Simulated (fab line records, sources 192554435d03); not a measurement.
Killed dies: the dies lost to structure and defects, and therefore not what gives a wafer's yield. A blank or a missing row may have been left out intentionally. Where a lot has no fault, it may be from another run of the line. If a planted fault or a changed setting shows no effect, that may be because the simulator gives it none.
Chamber matching	flow n5 finfet	uv cure-02 running N5_BEOL_M7_CURE_75: 3 sister chambers
The step cures SiCOH lowk, time 120 s. 3 wafers are shown with their chamber, then 12 later ones without.

## WAFERS, EACH WITH ITS CHAMBER
wafer	chamber	lamp power pct (%)
L082.4	0	52.34
L084.4	1	52.32
L087.5	2	52.23

## WAFERS WITHOUT THEIR CHAMBER
wafer	lamp power pct (%)
L089.2	52.33
L089.4	52.35
L089.5	52.25
L090.1	52.23
L090.4	52.33
L090.5	52.39
L093.1	52.23
L093.3	52.41
L093.5	52.29
L095.1	52.40
L095.2	52.27
L095.4	52.29

## WHICH CHAMBER EACH ONE RAN IN
wafer	from the rows above	in truth
L089.2	can't be placed: 1 or 0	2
L089.4	can't be placed: 0 or 1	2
L089.5	can't be placed: 2 or 1 or 0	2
L090.1	2	2
L090.4	can't be placed: 1 or 0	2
L090.5	can't be placed: 0 or 1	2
L093.1	2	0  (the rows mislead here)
L093.3	can't be placed: 0 or 1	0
L093.5	can't be placed: 1 or 0 or 2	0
L095.1	can't be placed: 0 or 1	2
L095.2	can't be placed: 2 or 1 or 0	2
L095.4	can't be placed: 1 or 0 or 2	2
1 of 12 placed correctly. Cannot be placed on the basis of these rows: 10; the candidates contain the true chamber in 5. Number placed wrongly: 1.
How it was worked out, from the rows above alone: a wafer's distance from a chamber is the root of the sum, over the readings, of the square of ((its reading less the chamber's mean) divided by the reading's scatter). If the next closest chamber is less than 2 further off than the closest, the wafer can't be placed; otherwise it belongs to the closest. Each chamber's mean is taken over the wafers shown for it. The scatter: with one shown wafer a chamber, the root of the mean of the squares of how far each hidden wafer lies from its nearest shown one.
